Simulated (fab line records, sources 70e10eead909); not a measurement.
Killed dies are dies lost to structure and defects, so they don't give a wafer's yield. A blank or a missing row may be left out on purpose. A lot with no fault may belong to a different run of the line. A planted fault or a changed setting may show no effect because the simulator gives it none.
Chamber matching + flow nand_harc + NHARC_A_STAIRCASE_DEP_322 on pecvd-02 has 3 sister chambers
The step deposits SiO2, target thk 7200 nm. 3 wafers are shown with their chamber, then 8 later ones without.

== EACH WAFER AND ITS CHAMBER ==
| wafer  | chamber | heater_power_outer_w (W) |
|--------|---------|--------------------------|
| L085.2 | 0       | 455                      |
| L085.5 | 1       | 297                      |
| L088.2 | 2       | 482                      |

== WAFERS MISSING THEIR CHAMBER ==
| wafer  | heater_power_outer_w (W) |
|--------|--------------------------|
| L088.3 | 539                      |
| L088.5 | 292                      |
| L089.1 | 360                      |
| L089.2 | 428                      |
| L089.3 | 492                      |
| L095.1 | 549                      |
| L095.3 | 420                      |
| L095.5 | 307                      |

== WHICH CHAMBER EACH ONE RAN IN ==
| wafer  | from the rows above          | in truth |
|--------|------------------------------|----------|
| L088.3 | can't be placed: 2 or 0      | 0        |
| L088.5 | 1                            | 1        |
| L089.1 | can't be placed: 1 or 0 or 2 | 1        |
| L089.2 | can't be placed: 0 or 2      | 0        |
| L089.3 | can't be placed: 2 or 0      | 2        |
| L095.1 | can't be placed: 2 or 0      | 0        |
| L095.3 | can't be placed: 0 or 2      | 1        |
| L095.5 | 1                            | 1        |
Correct placement for 2 of the 8. From these rows, 6 cannot be placed; in 5 the true chamber is one of the candidates. 0 placed wrongly.
How it was worked out, from the rows above alone: a wafer's distance from a chamber is the root of the sum, over the readings, of the square of ((its reading less the chamber's mean) divided by the reading's scatter). The wafer belongs to the nearest chamber; if the next one is less than 2 further off, it can't be placed. A chamber's mean is the mean of its shown wafers. The scatter (one wafer shown for each chamber): square how far every hidden wafer sits from the nearest shown wafer, average those squares and take the square root.
